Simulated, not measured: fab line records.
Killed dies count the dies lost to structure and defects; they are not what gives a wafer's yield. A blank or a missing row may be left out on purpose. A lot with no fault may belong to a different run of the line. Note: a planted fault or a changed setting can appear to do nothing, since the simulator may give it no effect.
Matching of chambers    flow n5-finfet    4 sister chambers for N5_BEOL_M4_ETCHBACK_99 on rie-diel-06
The step etches SiO2 in CHF3, target depth 5 nm, time 10.4 s. 14 wafers are shown with their chamber, then 7 later ones without.

## WAFERS WITH THEIR CHAMBER
wafer   chamber  drypump-motor-current-A (A)  showerhead-plenum-p-Torr (Torr)  oes-product-au (a.u.)
L079.1  1        6.4                          2.27                             0.86
L079.4  3        6.6                          2.03                             0.68
L079.6  2        5.6                          2.06                             0.76
L080.3  2        5.6                          2.06                             0.77
L080.4  1        6.4                          2.27                             0.85
L080.5  0        5.9                          2.14                             0.72
L089.1  0        5.9                          2.14                             0.71
L089.4  1        6.5                          2.26                             0.83
L089.6  0        5.9                          2.14                             0.71
L090.2  0        5.9                          2.14                             0.72
L090.3  2        5.6                          2.05                             0.75
L090.6  0        5.9                          2.14                             0.71
L094.1  1        6.4                          2.26                             0.82
L094.3  0        5.9                          2.13                             0.71

SIGNATURES (averages over the wafers above)
reading                   chamber 0  chamber 1  chamber 2  chamber 3  scatter within a chamber
drypump-motor-current-A   5.900      6.425      5.600      6.600      0.0274
showerhead-plenum-p-Torr  2.1383     2.2650     2.0567     2.0300     0.005
oes-product-au            0.7133     0.8400     0.7600     0.6800     0.0115
Rule: a wafer's distance from a chamber is the root of the sum, over the readings, of the square of ((its reading less the chamber's mean) divided by the reading's scatter). The wafer belongs to the nearest chamber; if the next one is less than 2 further off, it can't be placed. The scatter is the square root of a quotient: the sum, over the shown wafers, of each reading's squared deviation from its chamber's mean, divided by wafers minus chambers.

## WAFERS MISSING THEIR CHAMBER
wafer   drypump-motor-current-A (A)  showerhead-plenum-p-Torr (Torr)  oes-product-au (a.u.)
L094.4  5.9                          2.13                             0.71
L095.2  5.9                          2.13                             0.70
L095.4  6.6                          2.28                             0.95
L095.5  6.5                          2.26                             0.82
L097.3  5.9                          2.13                             0.70
L097.4  6.6                          2.28                             0.94
L097.6  5.6                          2.05                             0.73

## CHAMBER TAKEN BY EACH
wafer    from the rows above   in truth
L094.4   0                     0
L095.2   0                     0
L095.4   1                     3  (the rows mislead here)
L095.5   1                     1
L097.3   0                     0
L097.4   1                     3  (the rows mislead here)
L097.6   2                     2
Correctly placed: 5 of 7. Left unplaced by these rows: 0. Number placed wrongly: 2.
